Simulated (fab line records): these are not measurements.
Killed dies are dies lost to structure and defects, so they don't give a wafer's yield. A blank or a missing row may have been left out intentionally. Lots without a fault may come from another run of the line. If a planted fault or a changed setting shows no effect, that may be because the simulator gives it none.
Struck lot and sound lot, side by side -- flow n5Finfet -- 32 out of 1938 route steps
Sound: these wafers, L523.2, L523.3, L523.6. The struck wafers were L526.2, L526.3, L526.6. The cause comes at the end.
Order at every step that has rows: each side's tool, ch and its chambers, its first start. Under that, the readings that differ: sound wafers -- struck wafers -- difference of the means -- sigmas: that difference in standard deviations of wafers without a fault.
alike: readings whose means differ by less than 2 such deviations, and words and numbers that are the same on both sides. not compared: withheld readings, readings that some wafer has no value for, bounds like >300 that may hide the same value, and numbers for which the record gives no deviation and whose values overlap.
A row with sigmas, a row that says differs or no value, or rows on one side alone: a step with any of these is where the two part. Numbers that have no deviation but don't overlap get no sigmas and don't part them. A reading missing from all wafers of one side parts the sides only when that side holds two or more wafers.

first, 10 steps without rows for these wafers: N5_SD_EPI_P_SRD_20 (time 30 s); N5_SD_EPI_P_PRECLEAN_51 (cleans in NF3:NH3, afs cycles 1, time 20 s, sublimation time 60 s); N5_SD_EPI_P_VAPOR_ETCH_44 (etches SiGe30 in NF3/Ar, time 3.3 s); N5_SD_EPI_P_EPI_21 (deposits SiGe:B, time 355 s); N5_SD_EPI_P_HM_STRIP_48 (strips SiNx in H3PO4, material SiNx, target depth 3 nm); N5_SD_EPI_P_SRD_49 (time 30 s); N5_SD_EPI_P_PRECLEAN_24 (cleans in O3/DIW, time 45 s); N5_SD_EPI_P_PRECLEAN_32 (cleans in dHF, time 10 s); N5_SD_EPI_P_PRECLEAN_33 (cleans in SC2, time 45 s); N5_SD_EPI_P_SRD_25 (time 30 s).
N5_SD_ACTIVATION_RTA_00: time 0 s.
  sound on rtpAnneal-02 ch 0, day 7 15:37; struck on rtpAnneal-01 ch 0, day 8 08:10
reading,sound,struck,difference,sigmas
lampPowerPct (%),9.09 9.00 8.93,9.37 9.41 9.41,+0.39,+7
lamp_zone_1_pct (%),8.974 8.986 8.942,9.389 9.423 9.380,+0.430,+17
lamp_zone_2_pct (%),9.00 8.97 8.99,9.36 9.42 9.42,+0.41,+14
lamp_zone_3_pct (%),8.949 8.956 8.921,9.395 9.401 9.377,+0.449,+15
lamp_zone_4_pct (%),8.935 8.989 8.941,9.397 9.392 9.459,+0.461,+18
lamp_zone_5_pct (%),8.971 8.942 8.961,9.409 9.364 9.395,+0.431,+15
lamp_zone_6_pct (%),8.876 8.926 8.867,9.354 9.314 9.308,+0.436,+16
lamp_zone_7_pct (%),9.32 9.35 9.36,9.88 9.76 9.81,+0.47,+15
  alike: wafer_temp_C_max
then, 19 steps without rows for these wafers: N5_SD_ACTIVATION_LSA_01 (time 0.0008 s); N5_ILD0_LINER_00 (material SiNx, target thk 4 nm, pulse time 1 s, purge time 2 s); N5_ILD0_FCVD_FILL_01 (material SiO2 flowable, target thk 200 nm, time 328.3 s); N5_ILD0_CURE_02 (time 1800 s); N5_ILD0_CMP_03 (polishes, stops on SiNx, t overpolish 1.9 s, target thk 197.38 nm); N5_ILD0_CMP_07 (polishes SiO2 flowable, stops on poly-Si, t overpolish 1.18 s, target thk 138.88 nm); N5_ILD0_PRECLEAN_10 (cleans in NF3:NH3, afs cycles 5, time 20 s, sublimation time 60 s); N5_ILD0_ALD_15 (deposits SiNx, target thk 24 nm, pulse time 1 s, ald cycles 480); N5_ILD0_CMP_12 (polishes SiNx, stops on poly-Si, t overpolish 6 s, target thk 17.67 nm); N5_SDB_HM_DEP_00 (deposits SiNx from SiH4/NH3/N2, target thk 40 nm, time 35.3 s); N5_SDB_COAT_03 (time 60 s, resist thk 100 nm); N5_SDB_COAT_04 (time 60 s, resist thk 18 nm); N5_SDB_COAT_05 (resist thk 90 nm); N5_SDB_EBR_07; N5_SDB_SOFTBAKE_06 (time 60 s); N5_SDB_EXPOSE_08 (exposes mask SDB); N5_SDB_PEB_09 (peb time 60 s); N5_SDB_DEVELOP_10 (develop time 30 s); N5_SDB_DESCUM_16 (chemistry O2, time 7.9 s).
-- the record jumps here: 5 days lie between the struck wafers' starts before and after (it left off in module SDB and takes up again in module BEOL_M4, whose first step shown is number 1111 of the route) --
N5_BEOL_M4_RC_MEAS_101:
  sound on prober-01 ch 0, day 12 02:46; struck on prober-01 ch 0, day 12 22:34
reading,sound,struck,difference,sigmas
DIBL_N (mV/V),35.9 35.8 35.4,51.3 52.7 53.7,+16.9,+12
DIBL_P (mV/V),36.8 36.6 35.5,40.5 42.3 42.6,+5.5,+3
IOFF_N (nA/um),0.161 0.169 0.153,0.657 0.742 0.810,+0.575,+24
IOFF_N_85C (nA/um),3.1 3.3 3.0,10.2 11.2 12.1,+8.0,+20
IOFF_N_LIN (nA/um),0.076 0.080 0.072,0.208 0.233 0.242,+0.152,+16
IOFF_N_LONG (nA/um),5.69e-05 5.64e-05 5.69e-05,6.26e-05 6.16e-05 6.18e-05,+5.27e-06,+3
IOFF_P (nA/um),0.21 0.20 0.19,0.33 0.40 0.40,+0.18,+5
IOFF_P_85C (nA/um),3.7 3.6 3.5,5.4 6.2 6.2,+2.3,+5
IOFF_P_LIN (nA/um),0.100 0.097 0.094,0.151 0.174 0.171,+0.068,+5
ION_N (uA/um),685 693 673,749 765 762,+75,+7
ION_P (uA/um),467 466 458,482 485 489,+22,+3
REXT_N (ohm.um),74.6 74.2 74.4,62.8 62.1 62.6,-11.9,-6
REXT_P (ohm.um),97.5 99.3 97.7,91.6 91.2 91.8,-6.6,-3
SS_N (mV/dec),71.5 70.8 70.7,75.9 75.2 76.0,+4.7,+9
SS_P (mV/dec),73.3 72.5 72.3,74.1 74.2 74.7,+1.6,+3
VT_N (mV),248.3 246.7 248.1,229.7 230.2 227.9,-18.4,-7
VT_N_LVT (mV),97.3 95.3 97.0,80.4 79.0 78.1,-17.4,-6
VT_P (mV),-249 -248 -251,-241 -241 -237,+10,+3
VT_P_LVT (mV),-99.0 -98.6 -99.2,-92.7 -89.6 -90.7,+7.9,+3
-- the record jumps here: 5 days lie between the struck wafers' starts before and after (it left off in module BEOL_M4 and takes up again in module PASSIVATION, whose first step shown is number 1936 of the route) --
N5_PASSIVATION_PROBE_49:
  struck on prober-01, day 17 16:40; sound on prober-01, day 16 10:42
reading,sound,struck,difference,sigmas
sort_bin_4_leakage (%),0 0 0,85.08 92.63 92.71,+90.14,
sortNPass,1090 1048 1060,60 9 4,-1042,-55
sortYieldPct (%),92.4 88.8 89.8,5.1 0.8 0.3,-88.3,-55
  alike: defectLimitedYield, killed_at_M0_to_M3, killed_at_M4_up, killedAtContacts, killedAtFrontEnd, killedAtOther, killedDies, killedOpen, killedShort, sort_bin_5_function, sort_bin_6_memory

WHERE THEY PART
Last at N5_PASSIVATION_PROBE_49 as far as this record goes, first at N5_SD_ACTIVATION_RTA_00.

WHY: whatever the simulator had introduced
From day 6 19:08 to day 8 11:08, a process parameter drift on rtpAnneal-01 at N5_SD_ACTIVATION_RTA_00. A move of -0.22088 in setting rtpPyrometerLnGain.
